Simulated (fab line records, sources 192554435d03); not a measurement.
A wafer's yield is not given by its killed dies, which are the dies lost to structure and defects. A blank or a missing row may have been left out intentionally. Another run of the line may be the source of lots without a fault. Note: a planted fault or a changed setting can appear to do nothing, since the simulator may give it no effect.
Split-lot trial | flow n5_finfet | 21 wafers read from 7 lots, route of 1938 steps

ON THE SPLIT
At N5_BEOL_M11_EXPOSE_08 (exposes mask M11), the setting dose_mj was moved away from the recipe's 53.75 on 3 of the 21 wafers read, by -4.3% to +6.8%. All remaining wafers had this setting at the recipe value.

FROM THE SPLIT TO THE READING: what the file shows between them, 15 steps
- N5_BEOL_M11_PEB_09: peb time 60 s
- N5_BEOL_M11_DEVELOP_10: develop time 30 s
- N5_BEOL_M11_CD_MEAS_11: target cd 64.1 nm
- N5_BEOL_M11_DESCUM_16: chemistry O2, time 7.9 s (also split here: time_s)
- N5_BEOL_M11_ETCH_61: etches SiARC in CF4, target depth 39 nm, time 65 s
- N5_BEOL_M11_ETCH_62: etches SOC in N2/H2, target depth 110 nm, overetch 22 nm, time 165 s
- N5_BEOL_M11_STRIP_68: strips in N2/H2
- N5_BEOL_M11_STRIP_67: strips in CF4
- N5_BEOL_M11_HM_OPEN_17: chemistry Cl2/BCl3, target TiN, target depth 20 nm, overetch 6 nm
- N5_BEOL_M11_STRIP_19: strips in O2
- N5_BEOL_M11_CD_MEAS_18: pitch 140 nm, target cd 70 nm
- N5_BEOL_M11_COAT_63: time 60 s, resist thk 100 nm
- N5_BEOL_M11_COAT_64: time 60 s, resist thk 30 nm
- N5_BEOL_M11_PRECLEAN_42: cleans in residue remover, time 60 s
- N5_BEOL_M11_SRD_43: time 30 s

THE READING
cd_nm at N5_BEOL_M11_CD_MEAS_35, given in nm (cd target 70 nm). Fault-free wafers of this fab line usually give 70.0 nm, standard deviation 0.75 nm.

wafer  | tool, chamber at the split | dose_mj as run | against the recipe | cd_nm, nm | against lot-mates on the recipe
L079.1 | arfi_scanner-03, 0         | 53.75          | recipe             | 70.2      | -
L079.3 | arfi_scanner-03, 0         | 53.75          | recipe             | 70.7      | -
L079.4 | arfi_scanner-03, 0         | 53.75          | recipe             | 69.4      | -
L078.2 | arfi_scanner-01, 0         | 54.81          | +2.0%              | 70.3      | +1.4
L078.3 | arfi_scanner-01, 0         | 53.75          | recipe             | 69.2      | -
L078.6 | arfi_scanner-01, 0         | 53.75          | recipe             | 68.6      | -
L085.3 | arfi_scanner-01, 0         | 53.75          | recipe             | 69.1      | -
L085.4 | arfi_scanner-01, 0         | 51.44          | -4.3%              | 67.2      | -1.8
L085.5 | arfi_scanner-01, 0         | 53.75          | recipe             | 69.0      | -
L084.3 | arfi_scanner-01, 0         | 53.75          | recipe             | 69.8      | -
L084.4 | arfi_scanner-01, 0         | 53.75          | recipe             | 71.2      | -
L084.5 | arfi_scanner-01, 0         | 53.75          | recipe             | 70.6      | -
L088.1 | arfi_scanner-01, 0         | 53.75          | recipe             | 68.3      | -
L088.3 | arfi_scanner-01, 0         | 53.75          | recipe             | 68.7      | -
L088.4 | arfi_scanner-01, 0         | 57.42          | +6.8%              | 71.5      | +3.0
L091.2 | arfi_scanner-02, 0         | 53.75          | recipe             | 70.3      | -
L091.3 | arfi_scanner-02, 0         | 53.75          | recipe             | 71.2      | -
L091.6 | arfi_scanner-02, 0         | 53.75          | recipe             | 71.4      | -
L097.2 | arfi_scanner-03, 0         | 53.75          | recipe             | 70.4      | -
L097.3 | arfi_scanner-03, 0         | 53.75          | recipe             | 69.5      | -
L097.5 | arfi_scanner-03, 0         | 53.75          | recipe             | 70.0      | -

THE FIT
A straight line over all 21 wafers: cd_nm changes by +0.347 nm for each +1% of dose_mj; r = +0.57; the points scatter about the line by 0.95 nm.
The same after taking each lot's own level away (the mean of its wafers on the recipe; 21 wafers): +0.451 nm for each +1%; r = +0.89; scatter 0.43 nm.
That fit puts the effect of the largest move of dose_mj on the reading at 3.1 nm.
Across the lots, their own levels run from 68.50 to 70.97 nm, a range of 3.3 times the standard deviation given above.
So the lot-to-lot level blurs the effect unless lot-mates are compared.
Check: +3.33 nm against its lot-mates is what the line predicts for one of the wafers moved furthest among these (+6.8%) when that wafer is left out of the fit. Against them it came out at +3 nm.

ADDITIONAL SPLITS CARRIED BY THESE WAFERS
Other splits were also applied to these wafers ahead of the reading. Each is held against what the fit with the lots' levels taken away leaves over:
other split on the same wafers | wafers away from the commonest value | r with cd_nm (lot level and that fit taken away)
N5_BEOL_M10_COAT_60 spin_rpm   | 7                                    | +0.22
N5_BEOL_M10_COAT_05 spin_rpm   | 12                                   | +0.00
N5_BEOL_M11_DESCUM_16 time_s   | 8                                    | +0.20

THE WHOLE CHAIN: every reading that the file lists as answering this split, in the file's order
step                   | what it does                                                      | reading                                                                | change (the file's fit)               | r (the file's)
N5_BEOL_M11_CD_MEAS_11 | target cd 64.1 nm                                                 | cd_nm                                                                  | +0.599 nm for each +1% of the setting | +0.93
N5_BEOL_M11_ETCH_61    | etches SiARC in CF4, target depth 39 nm, time 65 s                | BEOL_M11.cd_offset_nm (the simulator's own value, which no gauge read) | +0.466 nm for each +1% of the setting | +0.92
N5_BEOL_M11_HM_OPEN_17 | chemistry Cl2/BCl3, target TiN, target depth 20 nm, overetch 6 nm | BEOL_M11.cd_offset_nm (the simulator's own value, which no gauge read) | +0.502 nm for each +1% of the setting | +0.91
N5_BEOL_M11_CD_MEAS_18 | pitch 140 nm, target cd 70 nm                                     | cd_nm                                                                  | +0.56 nm for each +1% of the setting  | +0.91
N5_BEOL_M11_CD_MEAS_35 | target cd 70 nm                                                   | cd_nm                                                                  | +0.448 nm for each +1% of the setting | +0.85

FILE'S OWN FIT
cd_nm changes by +0.448 nm for each +1% of dose_mj, r = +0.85.
